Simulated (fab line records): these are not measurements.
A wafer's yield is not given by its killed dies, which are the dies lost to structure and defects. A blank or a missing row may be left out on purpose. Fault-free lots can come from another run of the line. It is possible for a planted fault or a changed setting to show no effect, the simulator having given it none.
Chamber matching + flow n5-finfet + N5_BEOL_M4_STRIP_66 on rie-diel-02 has 4 sister chambers
The step strips in CF4. 16 wafers are shown with their chamber, then 8 later ones without.

## WAFERS WITH THEIR CHAMBER
| wafer  | chamber | showerhead-plenum-p-Torr (Torr) | drypump-motor-current-A (A) | throttle-valve-pct (%) |
|--------|---------|---------------------------------|-----------------------------|------------------------|
| L075.1 | 2       | 1.88                            | 6.2                         | 13.31                  |
| L075.3 | 1       | 1.82                            | 5.3                         | 13.42                  |
| L075.5 | 2       | 1.88                            | 6.2                         | 13.33                  |
| L077.2 | 1       | 1.82                            | 5.2                         | 13.41                  |
| L077.3 | 0       | 1.71                            | 5.8                         | 13.59                  |
| L077.6 | 1       | 1.82                            | 5.2                         | 13.42                  |
| L080.1 | 2       | 1.88                            | 6.2                         | 13.35                  |
| L080.4 | 1       | 1.82                            | 5.2                         | 13.43                  |
| L080.5 | 0       | 1.71                            | 5.8                         | 13.60                  |
| L082.1 | 1       | 1.82                            | 5.3                         | 13.45                  |
| L082.2 | 0       | 1.71                            | 5.8                         | 13.63                  |
| L082.4 | 2       | 1.88                            | 6.2                         | 13.36                  |
| L089.2 | 3       | 1.83                            | 5.6                         | 13.20                  |
| L089.4 | 0       | 1.70                            | 5.8                         | 13.66                  |
| L089.5 | 3       | 1.83                            | 5.7                         | 13.18                  |
| L093.2 | 2       | 1.87                            | 6.2                         | 13.40                  |

SIGNATURES, as means of the wafers listed above
| reading                  | chamber 0 | chamber 1 | chamber 2 | chamber 3 | scatter within a chamber |
|--------------------------|-----------|-----------|-----------|-----------|--------------------------|
| showerhead-plenum-p-Torr | 1.7075    | 1.8200    | 1.8780    | 1.8300    | 0.00359                  |
| drypump-motor-current-A  | 5.800     | 5.240     | 6.200     | 5.650     | 0.0376                   |
| throttle-valve-pct       | 13.6200   | 13.4260   | 13.3500   | 13.1900   | 0.027                    |
Rule: a wafer's distance from a chamber is the root of the sum, over the readings, of the square of ((its reading less the chamber's mean) divided by the reading's scatter). If the next closest chamber is less than 2 further off than the closest, the wafer can't be placed; otherwise it belongs to the closest. The scatter: take each reading less its chamber's mean, square it, sum over the shown wafers, divide by the number of wafers less the number of chambers, and take the root.

## WAFERS WHOSE CHAMBER IS MISSING
| wafer  | showerhead-plenum-p-Torr (Torr) | drypump-motor-current-A (A) | throttle-valve-pct (%) |
|--------|---------------------------------|-----------------------------|------------------------|
| L093.4 | 1.81                            | 5.2                         | 13.50                  |
| L093.6 | 1.70                            | 5.8                         | 13.65                  |
| L094.3 | 1.82                            | 5.6                         | 13.23                  |
| L094.5 | 1.82                            | 5.7                         | 13.24                  |
| L094.6 | 1.87                            | 6.2                         | 13.42                  |
| L097.1 | 1.87                            | 6.2                         | 13.44                  |
| L097.3 | 1.70                            | 5.8                         | 13.70                  |
| L097.6 | 1.87                            | 6.2                         | 13.43                  |

## THE CHAMBER EACH PASSED THROUGH
| wafer  | from the rows above | in truth |
|--------|---------------------|----------|
| L093.4 | 1                   | 1        |
| L093.6 | 0                   | 0        |
| L094.3 | 3                   | 3        |
| L094.5 | 3                   | 3        |
| L094.6 | 2                   | 2        |
| L097.1 | 2                   | 2        |
| L097.3 | 0                   | 0        |
| L097.6 | 2                   | 2        |
Placed correctly: 8 of 8. Can't be placed from these rows: 0. Placed wrongly: 0.
